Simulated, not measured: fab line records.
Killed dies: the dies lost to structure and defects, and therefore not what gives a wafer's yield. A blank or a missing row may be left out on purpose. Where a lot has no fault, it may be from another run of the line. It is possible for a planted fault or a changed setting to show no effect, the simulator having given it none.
Matching of chambers    flow n5-finfet    N5_BEOL_M1_PRE_CLEAN_60 on cvd-co-01: 3 sister chambers
The step time 15 s. 6 wafers are shown with their chamber, then 8 later ones without.

EACH WAFER AND ITS CHAMBER
wafer   chamber  heater-power-w (W)
L081.1  0        84
L081.4  0        82
L082.4  1        86
L086.2  1        85
L086.5  2        96
L092.2  2        93

WAFERS WITH NO CHAMBER GIVEN
wafer   heater-power-w (W)
L092.3  84
L092.6  82
L093.2  86
L093.3  95
L093.5  94
L094.1  85
L094.4  82
L094.5  84

EACH ONE'S CHAMBER
wafer   from the rows above      in truth
L092.3  can't be placed: 0 or 1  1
L092.6  can't be placed: 0 or 1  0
L093.2  can't be placed: 1 or 0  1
L093.3  2                        2
L093.5  2                        2
L094.1  can't be placed: 1 or 0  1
L094.4  can't be placed: 0 or 1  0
L094.5  can't be placed: 0 or 1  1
Correct placement for 2 of the 8. Unplaceable from these rows: 6, with the true chamber sitting among the candidates in 6. 0 placed wrongly.
How it was worked out, from the rows above alone: a wafer's distance from a chamber is the root of the sum, over the readings, of the square of ((its reading less the chamber's mean) divided by the reading's scatter). The wafer belongs to the nearest chamber; if the next one is less than 2 further off, it can't be placed. The mean given for a chamber averages the wafers shown for that chamber. How the scatter is found: for the shown wafers, subtract from each reading the mean of its chamber, square and add these, divide the total by (wafers less chambers), then take the root.
